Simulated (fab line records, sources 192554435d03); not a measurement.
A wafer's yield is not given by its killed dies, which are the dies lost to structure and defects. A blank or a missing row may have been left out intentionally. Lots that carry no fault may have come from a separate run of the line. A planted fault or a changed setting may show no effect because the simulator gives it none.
Problem report in the 8D (eight disciplines) form, filled by code ; flow n5_finfet ; the parts of the form that need people (team, actions taken, sign-off) are left out

== 1. THE ISSUE ==
Wafers without a fault read 185.0 W with a standard deviation of 0.51, while bias_w at N5_BEOL_M5_VIA_ETCH_34 averages 145.8 W across 2 wafers of 1 lot. That puts it -77 standard deviations away from the usual mean.
The step: etches SiCOH lowk in C4F6/O2, target depth 88.3 nm, time 39.2 s.
Earliest sighting: wafer L312.4 on rie_diel-02 at day 12 02:38. The record holds 15 wafers of 5 lots with a number at this step. Rule for "out", or "out of limits": more than 4 standard deviations from the usual mean. The other wafers with a number count as sound.

== 2. WHAT THIS IS AND IS NOT ==
question;is;is not
which readings at this step;bias_w, rf_vpp_V;drypump_motor_current_A, oes_product_au, showerhead_plenum_p_Torr, throttle_valve_pct
which lots;L312;L304, L307, L319, L321
which wafers of those lots;L312.4, L312.5;L312.6
read on which tools;rie_diel-02;rie_diel-01, rie_diel-05
when;from day 12 02:38;"up to then (7 sound wafers); but 6 sound wafers of L319, L321 came after"

== 3. THE SUSPECTS, EACH WITH WHAT RULES IT OUT ==
Counting: any tool at a process step up to the reading remains a suspect provided it ran every lot that is out. Sound lots after the first of them don't rule it out here, since some wafers of a struck lot are sound.
- rie_diel-02 at N5_BEOL_M5_DESCUM_33 (chemistry O2, time 7 s): kept. The lot that is out, L312, ran on it at day 12 02:27; the last sound lot it ran before that was L304, at day 9 22:56.
- rie_diel-02 at N5_BEOL_M5_ETCH_75 (etches underlayer in N2/H2, target depth 6.5 nm, time 5.2 s): kept. The lot that is out, L312, ran on it at day 12 02:29; the last sound lot it ran before that was L304, at day 9 22:58.
- rie_diel-02 at N5_BEOL_M5_ETCH_67 (etches SiARC in CF4, target depth 15.6 nm, time 26 s): kept. The lot that is out, L312, ran on it at day 12 02:31; the last sound lot it ran before that was L304, at day 9 22:59.
- rie_diel-02 at N5_BEOL_M5_ETCH_68 (etches SOC in N2/H2, target depth 80 nm, overetch 16 nm, time 120 s): kept. The lot that is out, L312, ran on it at day 12 02:32; the last sound lot it ran before that was L304, at day 9 23:01.
- rie_diel-02 at N5_BEOL_M5_VIA_ETCH_34 (etches SiCOH lowk in C4F6/O2, target depth 88.3 nm, time 39.2 s): kept. The lot that is out, L312, ran on it at day 12 02:38; the last sound lot it ran before that was L304, at day 9 23:07. Its own readings are out on those wafers: bias_w, rf_vpp_V.
- Within rie_diel-02 at N5_BEOL_M5_DESCUM_33, the wafers that are out were processed in chamber 1 and their sound lot-mates in chamber 2.
- Within rie_diel-02 at N5_BEOL_M5_ETCH_75, the wafers that are out were processed in chamber 1 and their sound lot-mates in chamber 2.
- Within rie_diel-02 at N5_BEOL_M5_ETCH_67, the wafers that are out were processed in chamber 1 and their sound lot-mates in chamber 2.
- Within rie_diel-02 at N5_BEOL_M5_ETCH_68, the wafers that are out were processed in chamber 1 and their sound lot-mates in chamber 2.
- Within rie_diel-02 at N5_BEOL_M5_VIA_ETCH_34, the wafers that are out were processed in chamber 1 and their sound lot-mates in chamber 2.
Left after counting: rie_diel-02 at N5_BEOL_M5_DESCUM_33, rie_diel-02 at N5_BEOL_M5_ETCH_75, rie_diel-02 at N5_BEOL_M5_ETCH_67, rie_diel-02 at N5_BEOL_M5_ETCH_68, rie_diel-02 at N5_BEOL_M5_VIA_ETCH_34.

== 4. THE CAUSE (what the simulator had put in) ==
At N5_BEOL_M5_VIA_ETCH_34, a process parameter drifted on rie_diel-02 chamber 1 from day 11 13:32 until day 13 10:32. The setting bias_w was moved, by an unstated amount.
Counting leaves 5 suspects; this tool is one of them.

== 5. SEQUENCE OF EFFECTS, ordered by route ==
Rows list readings where the struck wafers' mean (over those with a number) sits beyond 3 standard deviations from the usual. Only readings whose record carries a usual standard deviation are examined. hours: median over the lots of the time between each lot's start at the first step of this table that gives one and its start at this step. sigmas: the change, counted in usual standard deviations.
hours;step;reading;usual;on struck wafers;change;sigmas
0;N5_BEOL_M5_VIA_ETCH_34;bias_w;185.0 W;145.8;-39.2;-77
0;N5_BEOL_M5_VIA_ETCH_34;rf_vpp_V;670 V;558;-112;-10
Here are the process steps it includes:
- N5_BEOL_M5_VIA_ETCH_34: etches SiCOH lowk in C4F6/O2, target depth 88.3 nm, time 39.2 s.

== 6. WHAT WOULD HAVE CAUGHT IT SOONER ==
13 hours passed between the start of the fault at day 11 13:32 and the first reading out of limits in this record, taken at day 12 02:38.
